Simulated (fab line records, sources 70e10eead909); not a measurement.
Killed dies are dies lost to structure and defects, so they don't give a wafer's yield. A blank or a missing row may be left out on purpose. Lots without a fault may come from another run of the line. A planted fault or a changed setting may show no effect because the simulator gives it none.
A struck lot beside a sound one | flow nand_harc | 39 steps out of a route of 1159
Sound: wafers L788.1, L788.2, L788.6. Struck: wafers L796.2, L796.3, L796.4. The cause comes at the end.
At each step with rows: each side's tool, then ch and its chambers, then its first start. Under that, the readings that differ: sound wafers | struck wafers | difference of the means | sigmas: that difference in standard deviations of wafers without a fault.
alike: readings whose means differ by less than 2 such deviations, and words and numbers that are the same on both sides. not compared: withheld readings, readings that some wafer has no value for, bounds like >300 that may hide the same value, and numbers for which the record gives no deviation and whose values overlap.
The two part at a step that has a row with sigmas, a row that says differs or no value, or rows on one side only. Numbers that don't overlap but have no deviation are shown without sigmas and don't part them. A reading that every wafer of one side lacks parts them only if that side has two wafers or more.

first, 7 steps without rows for these wafers: NHARC_A_STAIRCASE_COAT_283; NHARC_A_STAIRCASE_SOFTBAKE_284 (time 170 s); NHARC_A_STAIRCASE_EBR_285; NHARC_A_STAIRCASE_EXPOSE_286 (exposes mask CHOP 100); NHARC_A_STAIRCASE_PEB_287 (peb time 130 s); NHARC_A_STAIRCASE_DEVELOP_288 (time 140 s); NHARC_A_STAIRCASE_HARDBAKE_290 (time 140 s).
NHARC_A_STAIRCASE_DESCUM_291: chemistry O2, time 3 s.
  sound on rie_diel-04 ch 0,1,3, day 12 18:11; struck on rie_diel-08 ch 2,3, day 15 03:26
  alike: drypump_motor_current_A, oes_product_au, rf_vpp_V, showerhead_plenum_p_Torr, throttle_valve_pct
  not compared: rf_hours_counter_h
then, 1 step without rows for these wafers: NHARC_A_STAIRCASE_ETCH_292 (etches the open film in CF4/CHF3).
NHARC_A_STAIRCASE_HM_OPEN_460: chemistry O2/COS.
  sound on rie_diel-04 ch 0,1,2; struck on rie_diel-08 ch 0,3
  alike: drypump_motor_current_A, oes_product_au, rf_vpp_V, showerhead_plenum_p_Torr, throttle_valve_pct
  not compared: rf_hours_counter_h
then, 1 step without rows for these wafers: NHARC_A_STAIRCASE_STRIP_461 (strips in O2/COS).
NHARC_A_STAIRCASE_ETCH_452: etches the open film in CF4/O2, target depth 30 nm, overetch 3 nm, time 16.5 s.
  sound on rie_diel-04 ch 0,2,3, day 12 18:58; struck on rie_diel-08 ch 0,2, day 15 04:10
  alike: drypump_motor_current_A, oes_product_au, rf_vpp_V, showerhead_plenum_p_Torr, throttle_valve_pct
  not compared: rf_hours_counter_h
then, 6 steps without rows for these wafers: NHARC_A_STAIRCASE_ETCH_294 (etches the open film in C4F8/O2/Ar, target depth 4992 nm, time 1212.4 s); NHARC_A_STAIRCASE_STRIP_295 (strips in O2); NHARC_A_STAIRCASE_STRIP_296 (strips in SPM, time 900 s); NHARC_A_STAIRCASE_PRECLEAN_297 (cleans in SC1); NHARC_A_STAIRCASE_SRD_298; NHARC_A_STAIRCASE_HM_DEP_462 (deposits aC, target thk 800 nm).
NHARC_A_STAIRCASE_DEP_301: deposits SiON, target thk 30 nm.
  sound on pecvd-01 ch 0,1,2, day 12 23:57; struck on pecvd-04 ch 0,2, day 15 09:43
  alike: heater_power_w
then, 14 steps without rows for these wafers: NHARC_A_STAIRCASE_DEHYDRATE_302 (time 120 s); NHARC_A_STAIRCASE_HMDS_303 (time 30 s); NHARC_A_STAIRCASE_COAT_304; NHARC_A_STAIRCASE_SOFTBAKE_305 (time 170 s); NHARC_A_STAIRCASE_EBR_306; NHARC_A_STAIRCASE_EXPOSE_307 (exposes mask CHOP 50); NHARC_A_STAIRCASE_PEB_308 (peb time 130 s); NHARC_A_STAIRCASE_DEVELOP_309 (time 140 s); NHARC_A_STAIRCASE_HARDBAKE_311 (time 140 s); NHARC_A_STAIRCASE_DESCUM_312 (chemistry O2, time 3 s); NHARC_A_STAIRCASE_ETCH_313 (etches the open film in CF4/CHF3); NHARC_A_STAIRCASE_HM_OPEN_463 (chemistry O2/COS); NHARC_A_STAIRCASE_STRIP_464 (strips in O2/COS); NHARC_A_STAIRCASE_ETCH_453 (etches the open film in CF4/O2, target depth 30 nm, overetch 3 nm, time 16.5 s).
NHARC_A_STAIRCASE_ETCH_315: etches the open film in C4F8/O2/Ar, target depth 2500 nm, time 607.1 s.
  sound on rie_diel-08 ch 2,3; struck on rie_diel-12 ch 1,2,3
  alike: oes_product_au, rf_vpp_V
  not compared: rf_hours_counter_h
NHARC_A_STAIRCASE_STRIP_316: strips in O2.
  sound on rie_diel-08 ch 2,3; struck on rie_diel-12 ch 1,2,3
  alike: drypump_motor_current_A, oes_product_au, rf_vpp_V, showerhead_plenum_p_Torr, throttle_valve_pct
  not compared: rf_hours_counter_h
then, 3 steps without rows for these wafers: NHARC_A_STAIRCASE_STRIP_317 (strips in SPM, time 900 s); NHARC_A_STAIRCASE_PRECLEAN_318 (cleans in SC1); NHARC_A_STAIRCASE_SRD_329.
-- the record jumps here: 8 days lie between the struck wafers' starts before and after (it left off in module A_STAIRCASE and takes up again in module END, whose first step shown is number 1159 of the route) --
NHARC_END_SORT_01:
  the record has rows for the struck wafers here (prober-02 ch 0, day 23 02:50) and none for the sound ones

WHERE THEY PART
Only at NHARC_END_SORT_01, within this record.

WHY: what the simulator had put in
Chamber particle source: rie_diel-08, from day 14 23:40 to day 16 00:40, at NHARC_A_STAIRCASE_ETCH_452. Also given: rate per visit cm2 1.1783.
